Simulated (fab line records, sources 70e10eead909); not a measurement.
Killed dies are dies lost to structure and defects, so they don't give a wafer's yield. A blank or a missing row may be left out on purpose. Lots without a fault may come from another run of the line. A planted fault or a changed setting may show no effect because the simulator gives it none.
Chamber matching | flow nand_harc | NHARC_P_M0_CMP_23 on cmp-03: 4 sister chambers
The step polishes, t overpolish 20 s, target thk 117.54 nm. 18 wafers are shown with their chamber, then 9 later ones without.

WAFERS WITH THEIR CHAMBER
wafer  | chamber | motor_current_A (A) | time_to_endpoint_s (s)
L076.2 | 0       | 12.7                | 30.3
L076.3 | 1       | 13.4                | 30.5
L076.4 | 2       | 12.1                | 28.4
L082.2 | 3       | 11.2                | 29.7
L082.5 | 1       | 13.5                | 29.3
L082.6 | 2       | 12.2                | 27.1
L084.3 | 2       | 12.3                | 29.0
L084.4 | 3       | 11.4                | 31.6
L084.5 | 3       | 10.5                | 28.5
L085.1 | 1       | 13.1                | 29.3
L085.4 | 3       | 11.3                | 29.6
L085.5 | 1       | 13.8                | 31.8
L087.2 | 1       | 14.0                | 32.7
L087.3 | 0       | 13.1                | 29.9
L087.4 | 2       | 11.9                | 31.7
L089.4 | 0       | 13.0                | 25.4
L089.5 | 1       | 14.0                | 27.8
L089.6 | 0       | 13.3                | 26.3

SIGNATURES (means of the wafers above)
reading            | chamber 0 | chamber 1 | chamber 2 | chamber 3 | scatter within a chamber
motor_current_A    | 13.025    | 13.633    | 12.125    | 11.100    | 0.319
time_to_endpoint_s | 27.975    | 30.233    | 29.050    | 29.850    | 1.91
Rule: a wafer's distance from a chamber is the root of the sum, over the readings, of the square of ((its reading less the chamber's mean) divided by the reading's scatter). The wafer belongs to the nearest chamber; if the next one is less than 2 further off, it can't be placed. The scatter: the root of (the sum of the squares of (reading less its chamber's mean) over the shown wafers, divided by (wafers less chambers)).

WAFERS WITHOUT THEIR CHAMBER
wafer  | motor_current_A (A) | time_to_endpoint_s (s)
L090.1 | 12.8                | 27.5
L090.4 | 13.1                | 27.5
L090.6 | 13.8                | 27.8
L092.3 | 11.5                | 27.7
L092.4 | 13.5                | 26.9
L092.5 | 11.5                | 25.2
L097.3 | 13.9                | 29.5
L097.5 | 13.7                | 28.4
L097.6 | 11.1                | 28.7

WHICH CHAMBER EACH WENT THROUGH
wafer  | from the rows above     | in truth
L090.1 | can't be placed: 0 or 2 | 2
L090.4 | can't be placed: 0 or 1 | 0
L090.6 | can't be placed: 1 or 0 | 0
L092.3 | can't be placed: 3 or 2 | 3
L092.4 | can't be placed: 0 or 1 | 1
L092.5 | can't be placed: 3 or 2 | 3
L097.3 | can't be placed: 1 or 0 | 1
L097.5 | can't be placed: 1 or 0 | 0
L097.6 | 3                       | 3
Placed correctly: 1 of 9. Can't be placed from these rows: 8 (the true chamber is among the candidates in 8). Placed wrongly: 0.
